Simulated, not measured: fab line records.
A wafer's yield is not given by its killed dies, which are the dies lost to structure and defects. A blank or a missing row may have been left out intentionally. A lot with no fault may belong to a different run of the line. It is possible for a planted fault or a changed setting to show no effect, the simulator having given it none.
A struck lot beside a sound one    flow nandHarc    13 steps out of a route of 1159
Sound: wafers L225.1, L225.2, L225.3. Wafers struck: L238.1, L238.2, L238.5. At the end, the cause is stated.
Per side, at each step with rows, come the tool, then ch with its chambers, and then its first start. Under that, the readings that differ: sound wafers    struck wafers    difference of the means    sigmas: that difference in standard deviations of wafers without a fault.
alike: readings with means less than 2 such deviations apart, plus words and numbers identical on both sides. not compared: withheld readings, readings lacking a value on some wafer, bounds such as >300 that could conceal the same value, and numbers that have no deviation in the record and whose values overlap.
The two part at a step that has a row with sigmas, a row that says differs or no value, or rows on one side only. Numbers that don't overlap but have no deviation are shown without sigmas and don't part them. A reading missing from all wafers of one side parts the sides only when that side holds two or more wafers.

first, 1 step without rows for these wafers: NHARC_P_BONDPAD_ECD_18 (material Cu, target thk 400 nm).
NHARC_P_BONDPAD_ANNEAL_28: time 90 s.
  sound on rtpAnneal-02 ch 0, day 8 12:56; struck on rtpAnneal-01 ch 0, day 11 18:57
  alike: annealTempCMax, wafer_temp_C_max
NHARC_P_BONDPAD_CMP_19: polishes, t overpolish 30 s, cu recess touch 16 s, target thk 160.81 nm.
  sound on cmp-02 ch 0,1,2, day 8 13:17; struck on cmp-03 ch 0,1,2, day 11 19:19
  alike: motorCurrentA, overpolishRunS
NHARC_P_BONDPAD_THK_MEAS_20: measures by xrf.
  sound: filmMetro-02 at day 8 13:37; struck: filmMetro-01 at day 11 19:37
  alike: thkNm
then, 1 step without rows for these wafers: NHARC_P_BONDPAD_SRD_21 (time 30 s, dry time 20 s).
NHARC_P_BONDPAD_INSPECT_23:
  sound: defectInspect-02 at day 8 13:50; struck: defectInspect-01 at day 11 19:49
  alike: rawDefectCount
NHARC_P_BONDPAD_ACTIVATE_29: chemistry N2, time 60 s.
  sound on rieDiel-08 ch 0,1,3, day 8 13:54; struck on rieDiel-08 ch 1,2, day 11 19:53
reading     sound           struck          difference  sigmas
rfVppV (V)  63.4 64.2 63.6  65.0 66.1 65.4  +1.8        +2
  alike: drypumpMotorCurrentA, oesProductAu, showerheadPlenumPTorr
  not compared: rfHoursCounterH
then, 2 steps without rows for these wafers: NHARC_P_BONDPAD_PRECLEAN_30 (cleans in DIW, time 300 s); NHARC_P_BONDPAD_SRD_31 (time 30 s, dry time 20 s).
NHARC_A_START_INSPECT_01:
  sound: defectInspect-01 at day 8 14:19; struck: defectInspect-01 at day 11 20:17
  alike: rawDefectCount
NHARC_A_ZERO_WELL_PRECLEAN_00: cleans in SPM, time 600 s.
  sound on wetBench-09 ch 4,5,7, day 8 14:23; struck on wetBench-01 ch 0,1,3, day 11 20:22
  no value came back on the struck wafers for bathGuardTempC (C), bathHeatDutyPct (%); on the sound wafers bathGuardTempC (C) reads 119.6 119.3 119.5
then, 2 steps without rows for these wafers: NHARC_A_ZERO_WELL_SRD_01; NHARC_END_SORT_01.

== WHERE THEY PART ==
At NHARC_P_BONDPAD_ACTIVATE_29 first; at NHARC_A_ZERO_WELL_PRECLEAN_00 last (within this record only).

WHY: what the simulator had put in
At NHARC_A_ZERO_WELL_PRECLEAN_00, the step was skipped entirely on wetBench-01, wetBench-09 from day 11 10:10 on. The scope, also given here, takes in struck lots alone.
